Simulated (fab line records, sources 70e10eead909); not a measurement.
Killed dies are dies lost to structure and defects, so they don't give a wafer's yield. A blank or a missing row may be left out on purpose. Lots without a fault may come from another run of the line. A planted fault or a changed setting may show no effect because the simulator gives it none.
Chamber matching | flow nand_harc | NHARC_A_STAIRCASE_TRIM_12 on rie_diel-06: 4 sister chambers
The step chemistry O2, time 211.2 s. 8 wafers are shown with their chamber, then 7 later ones without.

WAFERS WITH THEIR CHAMBER
wafer  | chamber | drypump_motor_current_A (A) | showerhead_plenum_p_Torr (Torr)
L075.1 | 1       | 5.9                         | 3.65
L075.2 | 0       | 5.2                         | 3.48
L079.5 | 0       | 5.2                         | 3.47
L079.6 | 1       | 5.8                         | 3.65
L082.3 | 2       | 6.1                         | 3.60
L082.5 | 3       | 6.2                         | 3.67
L090.2 | 3       | 6.1                         | 3.66
L090.4 | 2       | 6.1                         | 3.59

WAFERS WITHOUT THEIR CHAMBER
wafer  | drypump_motor_current_A (A) | showerhead_plenum_p_Torr (Torr)
L090.6 | 5.9                         | 3.64
L095.3 | 6.2                         | 3.59
L095.5 | 6.2                         | 3.59
L095.6 | 5.8                         | 3.63
L096.1 | 6.1                         | 3.58
L096.4 | 5.8                         | 3.63
L096.6 | 6.1                         | 3.66

WHICH CHAMBER EACH WENT THROUGH
wafer  | from the rows above | in truth
L090.6 | 1                   | 1
L095.3 | 2                   | 2
L095.5 | 2                   | 2
L095.6 | 1                   | 1
L096.1 | 2                   | 2
L096.4 | 1                   | 1
L096.6 | 3                   | 3
Placed correctly: 7 of 7. Can't be placed from these rows: 0. Placed wrongly: 0.
How it was worked out, from the rows above alone: a wafer's distance from a chamber is the root of the sum, over the readings, of the square of ((its reading less the chamber's mean) divided by the reading's scatter). The wafer belongs to the nearest chamber; if the next one is less than 2 further off, it can't be placed. A chamber's mean is the mean of its shown wafers. The scatter: the root of (the sum of the squares of (reading less its chamber's mean) over the shown wafers, divided by (wafers less chambers)).
